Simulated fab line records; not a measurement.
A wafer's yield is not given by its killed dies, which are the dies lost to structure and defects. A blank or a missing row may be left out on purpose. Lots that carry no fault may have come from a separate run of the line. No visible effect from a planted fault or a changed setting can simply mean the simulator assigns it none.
fab line records	flow nand_harc
record: lots: 12	wafers: 36	last_day: 24
route steps=1159 shown A_SLIT@793 A_SIN_REMOVE@808 A_WL_FILL@809 END@1159
lots untouched by any fault: they come from a run of this same line in which no faults occurred
start_h: hours from the record's opening day to when the first of the lot's shown wafers began	wait_h: how many hours have passed since the lot's step before this one	" unchanged from the row above	L1.1+2: a single row standing in for several wafers	- no value, or no start was given	* or withheld: withheld	< > ~ a bound
route shown NAME@n: names a module that has steps shown in the file, with the first one's number in the route	usual: mean and standard deviation over wafers with no fault	same: alike in all rows	chamber/n: place in a boat	sites: readings site by site	_std_site: standard deviation across them	_edge_site: outer sites' mean less inner sites'	radius_mm: how far each site lies from the wafer's centre	mask NAME#n: copy n	behind: the tool/chamber that last shaped the wafer	hold: cause of the lot's hold/its duration in hours/its outcome	device: which transistor (n, p or np) failed to switch	end of line: tests run on the same wafers once the route is complete	a step without rows: its recipe alone	killed: at the first sort, the dies lost to defects and structure; wafer yield is something else	map: dies across one wafer; x = killed, . = not, _ = none there
set.NAME: setting as actually run; set.NAME@STEP: the setting as run at that earlier step	model.NAME: the simulator's own value behind a step, which no gauge read
steps of the route over a sample of lots; a table a step, a row a wafer
services: a tool's chamber out of use, with start hour (start_h, from the record's first day; less than 0 if before it), hours out, and reason
== steps ==
step: NHARC_A_SLIT_DESCUM_14
recipe: time_s: 3	o2_flow_sccm: 200	ar_flow_sccm: 0	bias_power_w: 0	chemistry: O2
usual: drypump_motor_current_A: 5.6/0.66	oes_product_au: 1.004/0.01	rf_vpp_V: 58.0/0.86	showerhead_plenum_p_Torr: 1.94/0.086	throttle_valve_pct: 11.312/0.0093
lot.wafer	tool	chamber	start_h	wait_h	drypump_motor_current_A	oes_product_au	rf_hours_counter_h	rf_vpp_V	showerhead_plenum_p_Torr	throttle_valve_pct
L587.1	rie_diel-12	2	340.04	0.1	5.2	1.010	10	58.2	1.78	11.319
L587.3	"	0	"	"	6.1	0.989	9	58.8	1.85	11.308
L587.5	"	2	"	"	5.2	1.011	-	57.1	1.78	11.308
L590.4	rie_diel-03	3	347.72	0.1	5.3	1.012	8	58.0	1.88	11.298
L590.6	"	3	"	"	5.3	1.016	-	57.7	1.88	11.310
L590.5	"	0	"	"	4.9	1.015	-	56.6	2.05	11.319
L589.4	rie_diel-12	3	348.39	0.1	5.2	1.003	11	58.1	1.91	11.304
L589.6	"	2	"	"	5.2	1.007	-	55.8	1.78	11.319
L589.5	"	3	"	"	5.2	0.997	-	57.8	1.91	11.315
L592.4	rie_diel-12	2	355.19	0.1	5.2	1.008	12	56.7	1.78	11.309
L592.1	"	3	"	"	5.2	0.992	11	58.3	1.91	11.306
L592.2	"	0	"	"	6.1	0.988	11	56.9	1.85	11.301
L591.3	rie_diel-03	0	356.89	0.1	4.9	1.006	8	58.2	2.05	11.312
L591.1	"	2	"	"	5.6	1.000	7	58.8	2.03	11.305
L591.6	"	1	"	"	5.5	1.001	-	56.6	1.94	11.280
L593.1	rie_diel-05	2	377.19	0.1	4.7	1.012	1	59.1	2.06	11.306
L593.3	"	3	"	"	6.5	1.001	1	56.9	1.92	11.317
L593.2	"	1	"	"	6.7	0.993	1	57.1	1.92	11.296
L594.2	rie_diel-03	1	377.70	0.1	5.5	0.998	8	58.1	1.94	11.324
L594.1	"	2	"	"	5.7	0.978	8	59.0	2.03	11.307
L594.3	"	3	"	"	5.3	1.012	10	58.0	1.88	11.312
L596.3	rie_diel-05	0	385.72	0.1	6.1	1.008	1	58.5	1.93	11.307
L596.4	"	1	"	"	6.7	0.998	1	57.6	1.92	11.320
L596.5	"	3	"	"	6.5	1.002	-	57.8	1.92	11.326
L597.1	rie_diel-03	2	386.06	0.1	5.7	0.994	9	57.0	2.03	11.311
L597.2	"	3	"	"	5.2	1.016	10	59.0	1.88	11.330
L597.6	"	3	"	"	5.2	1.012	-	56.3	1.88	11.311
L595.1	rie_diel-03	3	387.23	0.1	5.3	1.020	11	58.7	1.88	11.320
L595.2	"	1	"	"	5.5	1.005	9	57.9	1.94	11.320
L595.5	"	0	"	"	4.9	1.012	-	57.4	2.05	11.319
L606.2	rie_diel-03	2	446.40	0.1	5.7	1.016	4	58.2	2.02	11.299
L606.5	"	2	"	"	5.7	1.007	-	59.6	2.02	11.308
L606.4	"	3	"	"	5.3	1.014	-	59.8	1.88	11.316
L607.2	rie_diel-03	3	448.43	0.1	5.3	1.015	5	56.9	1.88	11.308
L607.3	"	0	"	"	4.8	1.013	5	59.1	2.05	11.319
L607.1	"	2	"	"	5.6	1.017	4	56.7	2.02	11.321
step: NHARC_A_SLIT_ETCH_17
recipe: bias_v: 900	source_w: withheld	pressure_mtorr: 20	ar_flow_sccm: 375	c4f8_flow_sccm: 83.3	o2_flow_sccm: 41.7	time_s: 1687.5	target_depth_a: 1.01e+05	chemistry: C4F8/O2/Ar
usual: drypump_motor_current_A: 5.9/0.47	showerhead_plenum_p_Torr: 3.71/0.064	throttle_valve_pct: 32.046/0.0091
lot.wafer	tool	chamber	start_h	wait_h	drypump_motor_current_A	rf_hours_counter_h	showerhead_plenum_p_Torr	throttle_valve_pct
L587.1	har_etch-02	0	342.83	-	6.0	184	3.77	32.067
L587.3	"	0	"	"	6.0	-	3.77	32.047
L587.5	"	0	"	"	6.0	-	3.77	32.049
L590.4	har_etch-01	0	349.70	-	5.2	-	3.79	32.048
L590.5	"	1	"	"	6.0	-	3.70	32.041
L590.6	"	0	"	"	5.2	-	3.79	32.037
L589.4	har_etch-01	1	351.37	-	6.0	-	3.70	32.048
L589.5	"	0	"	"	5.2	-	3.79	32.050
L589.6	"	1	"	"	6.0	-	3.70	32.038
L592.2	har_etch-02	1	355.97	-	6.6	189	3.63	32.045
L592.1	"	0	"	"	6.0	189	3.77	32.059
L592.4	"	0	"	"	6.0	-	3.77	32.053
L591.1	har_etch-01	0	357.66	-	5.2	13	3.79	32.049
L591.3	"	1	"	"	6.0	-	3.70	32.045
L591.6	"	0	"	"	5.2	-	3.79	32.039
L593.1	har_etch-01	1	377.96	-	6.0	22	3.69	32.064
L593.2	"	0	"	"	5.2	22	3.79	32.039
L593.3	"	0	"	"	5.2	-	3.79	32.044
L594.1	har_etch-01	0	379.65	-	5.2	23	3.79	32.051
L594.2	"	1	"	"	6.0	23	3.69	32.030
L594.3	"	1	"	"	6.0	-	3.69	32.050
L597.2	har_etch-02	0	386.83	-	6.0	202	3.76	32.036
L597.1	"	1	"	"	6.5	202	3.62	32.050
L597.6	"	0	"	"	6.0	-	3.76	32.036
L596.3	har_etch-01	0	386.97	-	5.2	-	3.78	32.035
L596.4	"	1	"	"	6.0	-	3.69	32.036
L596.5	"	1	"	"	6.0	-	3.69	32.046
L595.1	har_etch-01	0	388.15	-	5.2	26	3.78	32.044
L595.2	"	1	"	"	6.0	26	3.69	32.037
L595.5	"	0	"	"	5.2	-	3.78	32.047
L606.2	har_etch-02	0	447.31	-	6.0	222	3.75	32.043
L606.4	"	1	"	"	6.5	-	3.61	32.045
L606.5	"	0	"	"	6.0	-	3.75	32.043
L607.1	har_etch-02	1	449.35	-	6.5	223	3.61	32.069
L607.2	"	0	"	"	5.9	223	3.75	32.051
L607.3	"	0	"	"	6.0	-	3.75	32.049
step: NHARC_A_SIN_REMOVE_INSPECT_04
usual: raw_defect_count: 303/73
lot.wafer	tool	chamber	start_h	wait_h	raw_defect_count
L587.1	defect_inspect-01	-	351.54	0.0	311
L587.3	"	-	"	"	238
L587.5	"	-	"	"	252
L590.4	defect_inspect-02	-	359.41	0.0	224
L590.5	"	-	"	"	270
L590.6	"	-	"	"	328
L589.4	defect_inspect-01	-	359.41	0.0	242
L589.5	"	-	"	"	403
L589.6	"	-	"	"	364
L592.1	defect_inspect-01	-	366.30	0.0	350
L592.2	"	-	"	"	412
L592.4	"	-	"	"	326
L591.1	defect_inspect-02	-	366.30	0.0	285
L591.3	"	-	"	"	427
L591.6	"	-	"	"	216
L594.1	defect_inspect-01	-	388.34	0.0	331
L594.2	"	-	"	"	246
L594.3	"	-	"	"	278
L593.1	defect_inspect-02	-	388.34	0.0	263
L593.2	"	-	"	"	267
L593.3	"	-	"	"	255
L595.1	defect_inspect-02	-	396.76	0.0	428
L595.2	"	-	"	"	1277
L595.5	"	-	"	"	344
L596.3	defect_inspect-01	-	396.77	0.0	445
L596.4	"	-	"	"	1106
L596.5	"	-	"	"	1338
L597.1	defect_inspect-01	-	396.78	0.1	270
L597.2	"	-	"	"	273
L597.6	"	-	"	"	243
L606.2	defect_inspect-01	-	457.73	0.0	351
L606.4	"	-	"	"	402
L606.5	"	-	"	"	313
L607.1	defect_inspect-02	-	457.77	0.0	309
L607.2	"	-	"	"	322
L607.3	"	-	"	"	432
step: NHARC_A_WL_FILL_ALD_00
recipe: target_thk_a: 30	pulse_time_s: 3	ald_cycles: 30	temp_c: 300	material: Al2O3
usual: heater_power_w: 460/46	precursor_pulse_height_rel: 0.999/0.019
same: pulse_time_s: 3
lot.wafer	tool	chamber	start_h	wait_h	heater_power_w	precursor_pulse_height_rel
L587.3	ald_hk-03	3	351.82	0.3	391	1.004
L587.1	"	0	"	"	478	0.937
L587.5	"	1	"	"	364	1.001
L590.4	ald_hk-01	0	359.51	0.1	479	0.988
L590.5	"	3	"	"	414	0.979
L590.6	"	0	"	"	471	1.016
L589.4	ald_hk-01	1	359.64	0.2	481	0.985
L589.5	"	1	"	"	479	1.014
L589.6	"	2	"	"	492	0.988
L592.4	ald_hk-01	2	366.37	0.1	487	1.000
L592.2	"	3	"	"	430	0.998
L592.1	"	1	"	"	492	0.988
L591.1	ald_hk-01	0	366.70	0.4	484	1.005
L591.3	"	2	"	"	487	1.031
L591.6	"	1	"	"	475	1.023
L594.3	ald_hk-01	0	388.41	0.1	465	1.031
L594.1	"	2	"	"	492	0.988
L594.2	"	3	"	"	438	1.006
L593.2	ald_hk-01	1	388.60	0.3	473	0.995
L593.3	"	2	"	"	491	1.015
L593.1	"	3	"	"	431	0.995
L595.1	ald_hk-01	3	396.83	0.1	420	1.009
L595.2	"	2	"	"	484	0.994
L595.5	"	3	"	"	429	0.975
L596.4	ald_hk-02	2	396.85	0.1	437	0.955
L596.3	"	0	"	"	487	1.017
L596.5	"	2	"	"	454	1.026
L597.1	ald_hk-03	0	396.87	0.1	467	1.015
L597.2	"	2	"	"	536	1.004
L597.6	"	3	"	"	378	0.994
L606.2	ald_hk-03	3	457.85	0.1	392	0.982
L606.4	"	0	"	"	466	1.023
L606.5	"	1	"	"	373	1.008
L607.1	ald_hk-03	3	458.34	0.6	383	0.998
L607.2	"	1	"	"	359	1.011
L607.3	"	2	"	"	526	0.997
step: NHARC_A_WL_FILL_CVD_03
recipe: target_thk_a: 400	temp_c: 300	pressure_torr: 40	wf6_flow_sccm: 40	h2_flow_sccm: 1600	ar_flow_sccm: 1560	time_s: 3302	material: W
usual: heater_power_w: 482/62	throttle_valve_pct: 7.82/0.27
lot.wafer	tool	chamber	start_h	wait_h	heater_power_w	throttle_valve_pct
L587.1	cvd_w-02	0	354.27	1.6	539	7.92
L587.3	"	0	356.11	3.5	537	7.80
L587.5	"	0	357.95	5.3	542	7.80
L590.4	cvd_w-01	1	363.02	2.7	396	7.52
L590.5	"	1	"	"	390	7.87
L590.6	"	0	"	"	533	8.03
L589.4	cvd_w-01	0	366.31	5.8	520	7.83
L589.5	"	1	"	"	390	7.71
L589.6	"	0	"	"	528	8.58
L592.1	cvd_w-01	0	374.30	6.9	519	8.08
L592.2	"	1	"	"	382	7.55
L592.4	"	1	"	"	397	7.77
L591.1	cvd_w-01	0	377.61	9.8	513	8.18
L591.3	"	0	"	"	529	8.17
L591.6	"	1	"	"	388	7.61
L594.1	cvd_w-01	0	396.44	7.2	524	8.19
L594.2	"	1	"	"	393	7.66
L594.3	"	0	"	"	527	7.98
L593.2	cvd_w-02	0	396.86	7.4	539	7.15
L593.1	"	1	"	"	490	7.75
L593.3	"	0	"	"	523	7.53
L597.1	cvd_w-01	0	404.98	7.3	505	8.13
L597.2	"	1	"	"	391	7.54
L597.6	"	0	406.88	9.2	518	8.17
L596.3	cvd_w-02	1	406.40	8.5	494	8.06
L596.4	"	0	"	"	526	7.42
L596.5	"	1	"	"	494	7.81
L595.2	cvd_w-01	1	407.83	9.7	394	7.82
L595.1	"	0	"	"	531	8.28
L595.5	"	0	410.17	12.1	513	8.18
L606.2	cvd_w-01	0	460.01	1.3	530	7.97
L606.4	"	1	461.43	2.7	393	7.84
L606.5	"	0	"	"	529	7.96
L607.2	cvd_w-01	1	463.82	4.5	394	7.96
L607.1	"	0	"	"	540	8.32
L607.3	"	1	"	"	389	7.75
step: NHARC_END_SORT_01
recipe: temp_c: 25
usual: killed_at_array: 27/8.8	killed_at_other: 0.4/0.82	killed_at_periphery: 3.1/2.1	killed_dies: 31/8.8	killed_open: 3.3/2	killed_short: 2.0/1.4
same: gross_dies: 677
lot.wafer	tool	chamber	start_h	wait_h	killed_at_array	killed_at_other	killed_at_periphery	killed_dies	killed_open	killed_short
L591.1	prober-02	0	483.35	2.5	37	0	4	41	5	5
L591.3	prober-02	0	484.97	3.1	26	0	1	27	2	2
L591.6	prober-02	0	487.39	4.0	22	0	3	25	1	3
L594.1	prober-02	0	492.00	2.5	37	1	7	45	7	2
L594.2	prober-02	0	492.80	2.8	27	1	6	34	3	0
L594.3	prober-02	0	493.61	3.1	36	0	7	43	2	2
L597.1	prober-02	0	505.39	2.5	24	3	4	31	2	0
L596.3	prober-01	0	507.37	3.1	27	0	0	27	3	1
L596.4	prober-01	0	508.18	3.4	122	0	1	123	3	2
L596.5	prober-01	0	508.99	3.7	125	0	1	126	2	3
L595.1	prober-02	0	517.07	2.5	9	0	5	14	2	3
L595.2	prober-02	0	517.87	2.8	113	0	2	115	2	0
L595.5	prober-02	0	520.29	3.7	19	0	4	23	10	1
killed by level:class
L591.1 A_CHANNEL_HOLE_D1:chamber_film_flake=19 A_STAIRCASE:chamber_film_flake=6 A_CONTACT:chamber_film_flake=3 A_CHANNEL_FILL_D1:geometric_particle:short=2 A_WL_FILL:geometric_particle:open=2 A_CONTACT:geometric_particle:open=2 P_ZERO_WELL:chamber_film_flake=2 P_STI:geometric_particle:short=1
L591.3 A_CHANNEL_HOLE_D1:chamber_film_flake=15 A_STAIRCASE:chamber_film_flake=3 A_CHANNEL_FILL_D1:geometric_particle:short=2 A_CONTACT:chamber_film_flake=2 A_CONTACT:geometric_particle:open=1 A_BLC:geometric_particle:open=1 P_ZERO_WELL:chamber_film_flake=1 A_ZERO_WELL:chamber_film_flake=1
L591.6 A_CHANNEL_HOLE_D1:chamber_film_flake=15 A_STAIRCASE:chamber_film_flake=2 A_CONTACT:chamber_film_flake=2 P_CONTACT:geometric_particle:short=1 P_M0:geometric_particle:open=1 A_CHANNEL_FILL_D1:geometric_particle:short=1 A_CONTACT:geometric_particle:short=1 P_ZERO_WELL:chamber_film_flake=1
L594.1 A_CHANNEL_HOLE_D1:chamber_film_flake=20 P_BONDPAD:chamber_film_flake=5 A_BONDPAD:chamber_film_flake=4 A_SGD_CUT:chamber_film_flake=3 P_CONTACT:geometric_particle:open=1 A_ONON_D1:geometric_particle:open=1 A_ONON_D1:geometric_particle:short=1 A_CHANNEL_FILL_D1:geometric_particle:open=1
L594.2 A_CHANNEL_HOLE_D1:chamber_film_flake=17 P_BONDPAD:chamber_film_flake=5 A_WL_FILL:chamber_film_flake=3 A_SGD_CUT:chamber_film_flake=2 A_BONDPAD:chamber_film_flake=2 P_GATE:geometric_particle:open=1 A_ONON_D1:geometric_particle:open=1 A_CONTACT:geometric_particle:open=1
L594.3 A_CHANNEL_HOLE_D1:chamber_film_flake=23 A_BONDPAD:chamber_film_flake=8 P_BONDPAD:chamber_film_flake=4 A_WL_FILL:geometric_particle:short=2 P_CONTACT:geometric_particle:open=1 A_BLC:geometric_particle:open=1 P_ZERO_WELL:chamber_film_flake=1 P_STI:chamber_film_flake=1
L597.1 A_SLIT:chamber_film_flake=11 A_CHANNEL_HOLE_D1:chamber_film_flake=7 A_CONTACT:chamber_film_flake=5 THIN_TSV:chamber_film_flake=3 P_GATE:chamber_film_flake=2 P_GATE:geometric_particle:open=1 A_ONON_D1:geometric_particle:open=1 P_ZERO_WELL:chamber_film_flake=1
L596.3 A_CHANNEL_HOLE_D1:chamber_film_flake=18 A_CONTACT:chamber_film_flake=4 A_CONTACT:geometric_particle:open=2 A_WL_FILL:geometric_particle:short=1 A_M0:geometric_particle:open=1 A_STAIRCASE:chamber_film_flake=1
L596.4 A_SLIT:unspecified=97 A_CHANNEL_HOLE_D1:chamber_film_flake=17 A_CONTACT:chamber_film_flake=2 A_ONON_D1:geometric_particle:open=1 A_ONON_D1:geometric_particle:short=1 A_CONTACT:geometric_particle:short=1 A_CONTACT:geometric_particle:open=1 A_BLC:geometric_particle:open=1
L596.5 A_SLIT:unspecified=100 A_CHANNEL_HOLE_D1:chamber_film_flake=17 A_CONTACT:chamber_film_flake=3 A_ONON_D1:geometric_particle:open=1 A_CHANNEL_FILL_D1:geometric_particle:short=1 A_SGD_CUT:geometric_particle:short=1 A_CONTACT:geometric_particle:open=1 A_M0:geometric_particle:short=1
L595.1 P_GATE:chamber_film_flake=2 A_CHANNEL_HOLE_D1:chamber_film_flake=2 P_M1:geometric_particle:short=1 A_CHANNEL_FILL_D1:geometric_particle:short=1 A_SGD_CUT:geometric_particle:short=1 A_CONTACT:geometric_particle:open=1 A_BLC:geometric_particle:open=1 P_STI:chamber_film_flake=1
L595.2 A_SLIT:unspecified=97 A_CHANNEL_HOLE_D1:chamber_film_flake=5 A_WL_FILL:chamber_film_flake=3 A_CONTACT:chamber_film_flake=3 A_STAIRCASE:chamber_film_flake=2 A_CHANNEL_FILL_D1:geometric_particle:open=1 A_CONTACT:geometric_particle:open=1 P_STI:chamber_film_flake=1
L595.5 A_CHANNEL_HOLE_D1:chamber_film_flake=4 A_STAIRCASE:chamber_film_flake=3 A_CONTACT:geometric_particle:open=2 A_BLC:geometric_particle:open=2 A_WL_FILL:chamber_film_flake=2 P_CONTACT:geometric_particle:open=1 P_M0:geometric_particle:open=1 P_M1:geometric_particle:open=1
== services ==
tool	chamber	start_h	hours	kind
rie_diel-03	0	322.35	-	clean
rie_diel-03	1	322.35	-	clean
rie_diel-03	2	322.35	-	clean
rie_diel-03	3	322.35	-	clean
ald_hk-03	-	322.55	10.0	pm
har_etch-01	0	325.77	-	clean
har_etch-01	0	325.77	-	consumable_replace:focus_ring
har_etch-01	1	325.77	-	clean
cvd_w-01	1	335.79	13.0	repair
rie_diel-05	-	346.94	9.0	pm
cvd_w-02	1	348.95	29.2	repair
cvd_w-01	-	349.92	0.3	repair
cvd_w-01	-	350.75	2.6	repair
rie_diel-03	2	359.51	8.3	repair
cvd_w-02	0	363.96	1.8	repair
rie_diel-05	1	372.96	1.4	repair
cvd_w-02	-	376.77	13.0	pm
rie_diel-12	-	379.56	9.0	pm
rie_diel-05	3	388.64	10.4	repair
rie_diel-03	-	392.30	9.0	pm
rie_diel-03	2	406.08	4.3	repair
rie_diel-03	1	426.45	22.9	repair
rie_diel-05	3	429.00	2.4	repair
cvd_w-01	0	429.03	9.8	repair
== key ==
first_sign: step: NHARC_A_SIN_REMOVE_INSPECT_04	reading: raw_defect_count	direction: up	sigmas: 13	usual: 303	struck: 1240
effect: step: NHARC_END_SORT_01	reading: killed_at_array	direction: up	sigmas: 10	usual: 27	struck: 120
more_kills_born_at: NHARC_A_SLIT_ETCH_17@har_etch-01: 293
met_at NHARC_A_SLIT_ETCH_17
struck_lots L595,L596
struck_wafers L595.2,L596.4,L596.5
tester_left_out L595,L596
not_acting_at NHARC_A_SLIT_DESCUM_14,NHARC_A_WL_FILL_ALD_00,NHARC_A_WL_FILL_CVD_03
fault: kind: chamber_particle_source	tool: har_etch-01	chamber: 1	onset_h: 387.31	steps: NHARC_A_SLIT_ETCH_17	rate_per_visit_cm2: 1.3381	end_h: 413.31
tester_left_out: of these lots the tester's yield and bins aren't shown, on N5 and GAA mostly nor the transistor test; their killed dies are dies lost to structure and defects alone, not to doping, threshold or leakage, so they don't give the yield
